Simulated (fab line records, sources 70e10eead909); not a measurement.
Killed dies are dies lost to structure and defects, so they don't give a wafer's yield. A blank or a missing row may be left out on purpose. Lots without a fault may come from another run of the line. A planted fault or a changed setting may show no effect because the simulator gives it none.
A struck lot beside a sound one | flow nand_harc | 15 steps out of a route of 1302
Sound: wafers L438.1, L438.3, L438.6. Struck: wafer L458.2. (L458.4, L458.6 of the same lot were not struck and are left out.) The cause comes at the end.
At each step with rows: each side's tool, then ch and its chambers, then its first start. Under that, the readings that differ: sound wafers | struck wafers | difference of the means | sigmas: that difference in standard deviations of wafers without a fault.
alike: readings whose means differ by less than 2 such deviations, and words and numbers that are the same on both sides. not compared: withheld readings, readings that some wafer has no value for, bounds like >300 that may hide the same value, and numbers for which the record gives no deviation and whose values overlap.
The two part at a step that has a row with sigmas, a row that says differs or no value, or rows on one side only. Numbers that don't overlap but have no deviation are shown without sigmas and don't part them. A reading that every wafer of one side lacks parts them only if that side has two wafers or more.

NHARC_A_CONTACT_ETCH_118: etches the open film in C4F8/O2/Ar, time 190 s, target depth 1850 nm.
  sound on har_cap_etch-02 ch 0,1, day 22 12:25; struck on har_cap_etch-01 ch 0, day 30 03:40
  not compared: rf_hours_counter_h, run_length_s
NHARC_A_CONTACT_ETCH_119: etches the open film in C4F8/O2/Ar, time 190 s, target depth 1850 nm.
  sound on har_cap_etch-02 ch 0,1, day 22 12:35; struck on har_cap_etch-01 ch 0, day 30 03:50
  not compared: rf_hours_counter_h, run_length_s
then, 2 steps without rows for these wafers: NHARC_A_CONTACT_ETCH_120 (etches the open film in C4F8/O2/Ar, time 190 s, target depth 1850 nm); NHARC_A_CONTACT_ETCH_121 (etches the open film in C4F8/O2/Ar, time 190 s, target depth 1850 nm).
NHARC_A_CONTACT_ETCH_122: etches the open film in C4F8/O2/Ar, time 190 s, target depth 1850 nm.
  sound on har_cap_etch-02 ch 0,1, day 22 13:06; struck on har_cap_etch-01 ch 0, day 30 04:21
  not compared: rf_hours_counter_h, run_length_s
then, 2 steps without rows for these wafers: NHARC_A_CONTACT_ETCH_123 (etches the open film in C4F8/O2/Ar, time 490 s, target depth 2110 nm); NHARC_A_CONTACT_ETCH_90 (etches the open film in CH3F/O2, target depth 40 nm, time 85.7 s).
NHARC_A_CONTACT_ETCH_96: etches the open film in C4F6/O2, target depth 20 nm, time 10 s.
  sound on rie_diel-04 ch 1,2, day 22 14:23; struck on rie_diel-04 ch 3
  reading                     | sound             | struck | difference | sigmas
  drypump_motor_current_A (A) | 5.5 6.4 6.4       | 5.0    | -1.1       | -2
  oes_product_au (a.u.)       | 0.990 1.007 1.001 | 0.936  | -0.063     | -2
  run_length_s (s)            | 30.4 31.1 30.5    | 31.5   | +0.8       | +2
  alike: bias_w, rf_vpp_V, showerhead_plenum_p_Torr, throttle_valve_pct
  not compared: rf_hours_counter_h
NHARC_A_CONTACT_CD_MEAS_53:
  sound on cd_sem-02, day 22 14:28; struck on cd_sem-03, day 30 05:43
  reading    | sound             | struck | difference | sigmas
  cd_nm (nm) | 289.3 289.0 289.9 | 287.1  | -2.3       | -2
then, 3 steps without rows for these wafers: NHARC_A_CONTACT_STRIP_99 (strips in N2/H2); NHARC_A_CONTACT_STRIP_100 (strips in CF4/CHF3); NHARC_A_CONTACT_STRIP_101 (strips in O2/COS).
NHARC_A_CONTACT_ETCH_102: etches the open film in CF4/O2, target depth 100 nm, overetch 10 nm, time 55 s.
  sound on rie_diel-04 ch 1,2, day 22 14:48; struck on rie_diel-04 ch 1, day 30 06:01
  reading          | sound          | struck | difference | sigmas
  run_length_s (s) | 75.6 75.6 76.2 | 68.2   | -7.6       | -14
  alike: drypump_motor_current_A, oes_product_au, rf_vpp_V, showerhead_plenum_p_Torr, throttle_valve_pct
  not compared: bias_w, rf_hours_counter_h
NHARC_A_CONTACT_STRIP_55: strips in O2.
  sound on rie_diel-04 ch 0,1; struck on rie_diel-04 ch 1
  alike: drypump_motor_current_A, oes_product_au, rf_vpp_V, showerhead_plenum_p_Torr, throttle_valve_pct
  not compared: rf_hours_counter_h
-- the record jumps here: 3 days lie between the struck wafers' starts before and after (it left off in module A_CONTACT and takes up again in module END, whose first step shown is number 1302 of the route) --
NHARC_END_SORT_01:
  the record has rows for the struck wafers here (prober-02 ch 0, day 33 05:38) and none for the sound ones

WHERE THEY PART
First at NHARC_A_CONTACT_ETCH_96; last, within this record, at NHARC_END_SORT_01.

WHY: what the simulator had put in
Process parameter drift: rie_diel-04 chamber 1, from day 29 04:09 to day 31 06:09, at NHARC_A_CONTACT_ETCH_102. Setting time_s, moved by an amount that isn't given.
